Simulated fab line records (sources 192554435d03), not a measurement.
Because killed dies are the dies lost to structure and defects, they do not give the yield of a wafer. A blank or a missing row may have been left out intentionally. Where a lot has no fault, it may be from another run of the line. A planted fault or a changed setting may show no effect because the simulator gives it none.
Matching of chambers ; flow n5_finfet ; N5_BEOL_M5_CURE_80 on uv_cure-02 has 3 sister chambers
The step cures SiCOH lowk, time 120 s. 24 wafers are shown with their chamber, then 12 later ones without.

WAFERS, EACH WITH ITS CHAMBER
wafer;chamber;wafer_temp_C_max;lamp_power_pct (%)
L075.2;2;374.2;52.34
L075.3;2;373.6;52.38
L075.5;2;373.3;52.32
L081.1;0;371.3;52.22
L081.3;0;371.7;52.40
L081.4;0;371.6;52.29
L081.2;0;372.4;52.32
L081.5;0;371.8;52.33
L081.6;0;371.4;52.40
L082.1;2;372.6;52.32
L082.5;2;372.7;52.35
L082.6;2;372.7;52.25
L079.2;1;371.3;52.27
L079.3;1;371.3;52.28
L079.4;1;371.6;52.34
L084.1;1;371.7;52.34
L084.3;1;371.1;52.30
L084.6;1;371.5;52.34
L084.2;1;371.0;52.35
L084.4;1;370.9;52.30
L084.5;1;371.2;52.28
L086.3;2;373.7;52.29
L086.4;2;373.1;52.36
L086.5;2;374.0;52.25

SIGNATURES (means of the wafers above)
reading;chamber 0;chamber 1;chamber 2;scatter within a chamber
wafer_temp_C_max;371.700;371.289;373.322;0.444
lamp_power_pct;52.3267;52.3111;52.3178;0.0481
Rule: for each reading, subtract the chamber's mean from the wafer's reading, divide by that reading's scatter and square the result; add these up over the readings and take the root, which gives the wafer's distance from the chamber. If the next closest chamber is less than 2 further off than the closest, the wafer can't be placed; otherwise it belongs to the closest. The scatter: take each reading less its chamber's mean, square it, sum over the shown wafers, divide by the number of wafers less the number of chambers, and take the root.

WAFERS WITHOUT THEIR CHAMBER
wafer;wafer_temp_C_max;lamp_power_pct (%)
L087.1;371.2;52.27
L087.4;371.6;52.26
L087.5;371.2;52.26
L094.1;372.2;52.27
L094.3;373.2;52.26
L094.5;373.6;52.28
L094.2;372.4;52.40
L094.4;373.5;52.31
L094.6;372.6;52.29
L095.1;371.3;52.31
L095.4;371.3;52.35
L095.5;371.3;52.23

WHICH CHAMBER EACH WENT THROUGH
wafer;from the rows above;in truth
L087.1;can't be placed: 1 or 0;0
L087.4;can't be placed: 1 or 0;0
L087.5;can't be placed: 1 or 0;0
L094.1;can't be placed: 0 or 1 or 2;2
L094.3;2;2
L094.5;2;2
L094.2;can't be placed: 0 or 2 or 1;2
L094.4;2;2
L094.6;can't be placed: 2 or 0 or 1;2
L095.1;can't be placed: 1 or 0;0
L095.4;can't be placed: 1 or 0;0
L095.5;can't be placed: 1 or 0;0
3 of 12 placed correctly. Can't be placed from these rows: 9 (the true chamber is among the candidates in 9). Placed wrongly: 0.
